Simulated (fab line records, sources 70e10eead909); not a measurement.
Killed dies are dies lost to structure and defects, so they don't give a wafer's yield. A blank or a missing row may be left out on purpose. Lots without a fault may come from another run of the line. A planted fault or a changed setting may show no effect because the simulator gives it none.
Which tool did it? | flow nand_harc | 13 lots, 39 wafers sampled, at 5 steps of a route of 1302

WHAT THE GAUGES READ, wafer by wafer
NHARC_A_BLC_INSPECT_28. Usual: raw_defect_count 551, standard deviation 130.
lot  | measured     | on                | raw_defect_count | flag
L515 | day 23 15:56 | defect_inspect-02 | 479 526 545      |
L517 | day 23 20:40 | defect_inspect-01 | 611 491 395      |
L516 | day 23 22:26 | defect_inspect-01 | 435 483 401      |
L519 | day 25 05:02 | defect_inspect-02 | 541 701 487      |
L521 | day 25 22:02 | defect_inspect-01 | 673 435 437      |
L520 | day 25 22:44 | defect_inspect-02 | 415 448 564      |
L522 | day 26 10:34 | defect_inspect-01 | 775 858 712      |
L524 | day 26 23:35 | defect_inspect-01 | 570 595 524      |
L525 | day 27 17:58 | defect_inspect-02 | 602 541 560      |
L529 | day 29 11:16 | defect_inspect-01 | 837 536 440      |
L533 | day 30 12:47 | defect_inspect-02 | 422 429 606      |
L532 | day 30 19:52 | defect_inspect-01 | 660 842 698      |
L536 | day 32 19:07 | defect_inspect-01 | 749 504 471      |

NHARC_END_SORT_01. Usual: defect_limited_yield 90.5 %, standard deviation 2.4; killed_at_array 59, standard deviation 16; killed_at_other 0.7, standard deviation 1.1; killed_at_periphery 4, standard deviation 3; killed_dies 64, standard deviation 16; killed_open 3.4, standard deviation 1.8; killed_short 2.6, standard deviation 1.7.
lot  | measured     | on        | defect_limited_yield (%) | killed_at_array | killed_at_other | killed_at_periphery | killed_dies | killed_open | killed_short | flag
L515 | day 25 09:10 | prober-02 | 87.4 90.0 89.1           | 83 65 74        | 1 2 0           | 1 1 0               | 85 68 74    | 1 2 1       | 2 4 4        |
L517 | day 25 19:38 | prober-02 | 93.4 92.3 91.4           | 45 50 54        | 0 1 2           | 0 1 2               | 45 52 58    | 2 2 4       | 0 2 2        |
L516 | day 25 18:44 | prober-01 | 88.3 89.5 87.9           | 75 68 81        | 1 0 0           | 3 3 1               | 79 71 82    | 4 5 4       | 3 4 3        |
L519 | day 26 23:42 | prober-02 | 89.5 90.0 89.1           | 66 64 66        | 0 1 3           | 5 3 5               | 71 68 74    | 1 7 6       | 3 1 1        |
L521 | day 27 17:26 | prober-02 | 93.1 95.1 93.8           | 33 24 34        | 0 1 0           | 14 8 8              | 47 33 42    | 5 1 2       | 3 0 3        |
L520 | day 27 14:58 | prober-01 | 88.0 87.9 86.7           | 67 72 81        | 3 3 0           | 11 7 9              | 81 82 90    | 3 2 4       | 2 6 5        |
L522 | day 28 05:56 | prober-01 | 91.4 90.0 90.0           | 57 66 66        | 0 0 0           | 1 2 2               | 58 68 68    | 3 1 1       | 2 2 4        |
L524 | day 28 19:06 | prober-01 | 92.2 91.1 93.4           | 47 54 45        | 0 1 0           | 6 5 0               | 53 60 45    | 2 3 2       | 5 2 2        |
L525 | day 29 12:00 | prober-02 | 92.5 91.0 92.2           | 49 60 51        | 0 0 0           | 2 1 2               | 51 61 53    | 5 5 3       | 3 4 2        |
L529 | day 31 04:16 | prober-01 | 91.1 95.0 91.7           | 56 32 47        | 0 0 0           | 4 2 9               | 60 34 56    | 3 1 6       | 1 2 4        |
L533 | day 32 02:29 | prober-02 | 90.1 87.4 90.7           | 64 81 59        | 0 1 1           | 3 3 3               | 67 85 63    | 1 1 1       | 1 4 2        |
L532 | day 32 20:56 | prober-01 | 90.4 92.0 90.8           | 62 51 58        | 0 2 0           | 3 1 4               | 65 54 62    | 3 1 4       | 3 2 6        |
L536 | day 34 11:23 | prober-02 | 91.4 89.2 90.8           | 53 68 57        | 0 1 1           | 5 4 4               | 58 73 62    | 3 1 5       | 2 5 1        |

WHICH TOOL RAN EACH LOT (tool, then ch and the chambers of the sampled wafers, then the start)
lot  | NHARC_A_BLC_DEGAS_30         | NHARC_A_BLC_CMP_25            | NHARC_A_M0_EXPOSE_06
L515 | pvd_sputter-01, day 23 14:34 | cmp-04 ch 0,1,2, day 23 15:32 | arfi_scanner-02 ch 0, day 23 16:42
L517 | pvd_sputter-01, day 23 19:17 | cmp-04 ch 0,3, day 23 20:17   | arfi_scanner-01 ch 0, day 23 21:34
L516 | pvd_sputter-01, day 23 21:04 | cmp-01 ch 1,2, day 23 22:04   | arfi_scanner-03 ch 0, day 23 23:22
L519 | pvd_sputter-03, day 25 03:40 | cmp-04 ch 1,2,3, day 25 04:37 | arfi_scanner-01 ch 0, day 25 05:40
L521 | pvd_sputter-02, day 25 20:41 | cmp-04 ch 0,1, day 25 21:40   | arfi_scanner-02 ch 0, day 25 22:49
L520 | pvd_sputter-03, day 25 21:22 | cmp-03 ch 0,2,3, day 25 22:20 | arfi_scanner-03 ch 0, day 25 23:30
L522 | pvd_sputter-03, day 26 09:11 | cmp-01 ch 2,3, day 26 10:09   | arfi_scanner-03 ch 0, day 26 11:16
L524 | pvd_sputter-02, day 26 22:13 | cmp-04 ch 1,3, day 26 23:13   | arfi_scanner-03 ch 0, day 27 00:14
L525 | pvd_sputter-01, day 27 16:35 | cmp-03 ch 0,2,3, day 27 17:34 | arfi_scanner-03 ch 0, day 27 18:35
L529 | pvd_sputter-01, day 29 09:47 | cmp-03 ch 1,2, day 29 10:53   | arfi_scanner-03 ch 0, day 29 12:01
L533 | pvd_sputter-01, day 30 11:24 | cmp-01 ch 0,1,2, day 30 12:23 | arfi_scanner-02 ch 0, day 30 13:46
L532 | pvd_sputter-01, day 30 18:29 | cmp-01 ch 2,3, day 30 19:28   | arfi_scanner-01 ch 0, day 30 20:38
L536 | pvd_sputter-02, day 32 17:41 | cmp-03 ch 2,3, day 32 18:43   | arfi_scanner-01 ch 0, day 32 19:53
- NHARC_A_BLC_DEGAS_30: time 60 s.
- NHARC_A_BLC_CMP_25: polishes, t overpolish 30 s, target thk 150 nm.
- NHARC_A_M0_EXPOSE_06: exposes mask A M0, target cd 80 nm.

WHAT THE TOOLS THEMSELVES READ (means of the sampled wafers that have a number; where no wafer has one, the mark that the record gives instead)
NHARC_A_BLC_DEGAS_30. Usual: heater_power_w 481 W, standard deviation 42.
lot  | tool           | heater_power_w (W) | flag
L515 | pvd_sputter-01 | 475                |
L517 | pvd_sputter-01 | 511                |
L516 | pvd_sputter-01 | 514                |
L519 | pvd_sputter-03 | 473                |
L521 | pvd_sputter-02 | 480                |
L520 | pvd_sputter-03 | 464                |
L522 | pvd_sputter-03 | 513                |
L524 | pvd_sputter-02 | 462                |
L525 | pvd_sputter-01 | 502                |
L529 | pvd_sputter-01 | 509                |
L533 | pvd_sputter-01 | 468                |
L532 | pvd_sputter-01 | 475                |
L536 | pvd_sputter-02 | 479                |

NHARC_A_BLC_CMP_25. Usual: motor_current_A 11.4 A, standard deviation 1; overpolish_run_s 30.000 s, standard deviation 0.01; pad_life_wafers 186, standard deviation 100; time_to_endpoint_s 29 s, standard deviation 3.5.
lot  | tool   | motor_current_A (A) | overpolish_run_s (s) | pad_life_wafers | time_to_endpoint_s (s) | flag
L515 | cmp-04 | 11.0                | 29.992               | 145             | 29                     |
L517 | cmp-04 | 10.8                | 30.009               | 158             | 24                     |
L516 | cmp-01 | 11.8                | 29.994               | 302             | 31                     |
L519 | cmp-04 | 11.9                | 30.004               | 284             | 30                     |
L521 | cmp-04 | 11.6                | 30.001               | 361             | 34                     |
L520 | cmp-03 | 11.1                | 30.007               | 133             | 25                     |
L522 | cmp-01 | 11.9                | 29.999               | 132             | 26                     |
L524 | cmp-04 | 12.2                | 30.000               | 74              | 28                     |
L525 | cmp-03 | 11.1                | 30.004               | 296             | 28                     |
L529 | cmp-03 | 11.8                | 30.009               | 98              | 29                     |
L533 | cmp-01 | 12.1                | 30.002               | 139             | 33                     |
L532 | cmp-01 | 11.4                | 29.993               | 170             | 32                     |
L536 | cmp-03 | 10.8                | 30.005               | 18              | 29                     |

NHARC_A_M0_EXPOSE_06. Usual: exposure_dose_mJ_cm2 83.23, standard deviation 0.079.
lot  | tool            | exposure_dose_mJ_cm2 | flag
L515 | arfi_scanner-02 | 83.17                |
L517 | arfi_scanner-01 | 83.23                |
L516 | arfi_scanner-03 | 83.31                |
L519 | arfi_scanner-01 | 83.19                |
L521 | arfi_scanner-02 | 83.20                |
L520 | arfi_scanner-03 | 83.20                |
L522 | arfi_scanner-03 | 83.34                |
L524 | arfi_scanner-03 | 79.78                | OFF
L525 | arfi_scanner-03 | 80.51                | OFF
L529 | arfi_scanner-03 | 81.11                | OFF
L533 | arfi_scanner-02 | 83.28                |
L532 | arfi_scanner-01 | 83.16                |
L536 | arfi_scanner-01 | 83.29                |

THE ANSWER, worked out from the rows above alone
Rule: a lot is off if the mean of its wafers that have a number lies more than 3 standard deviations from the usual mean. A lot without any number at a reading at which 4 lots or more have one is off too. The other lots that the step has rows for count as sound. The gauges are gone through in route order, then the tools' own readings, and for those a lot's mean is taken as printed above. The first step at which some lot is off is used, and at that step the reading that is off furthest; a lot without a number counts as furthest.
Off: L524, L525, L529, at NHARC_A_M0_EXPOSE_06 (exposure_dose_mJ_cm2).
A tool fits if, at that step or a process step before it, it ran every lot that is off, and no sound lot after the first of them. One fits: arfi_scanner-03 at NHARC_A_M0_EXPOSE_06. Its last sound lot is L522 (day 26 11:16), its first lot that is off L524 (day 27 00:14): a fault that began between those two fits.
The tool's own readings at NHARC_A_M0_EXPOSE_06 bear it out: on the lots that are off they differ by more than 5 times the standard deviation of the sound lots' means. exposure_dose_mJ_cm2 reads 80.47 there against 83.24 on the sound lots.

WHAT THE SIMULATOR HAD PUT IN
Process parameter drift: arfi_scanner-03, from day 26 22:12 on, at NHARC_A_M0_EXPOSE_06. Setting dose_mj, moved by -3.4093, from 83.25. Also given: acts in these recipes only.
Lots struck among those shown: L524, L525, L529. The rule above found the same.
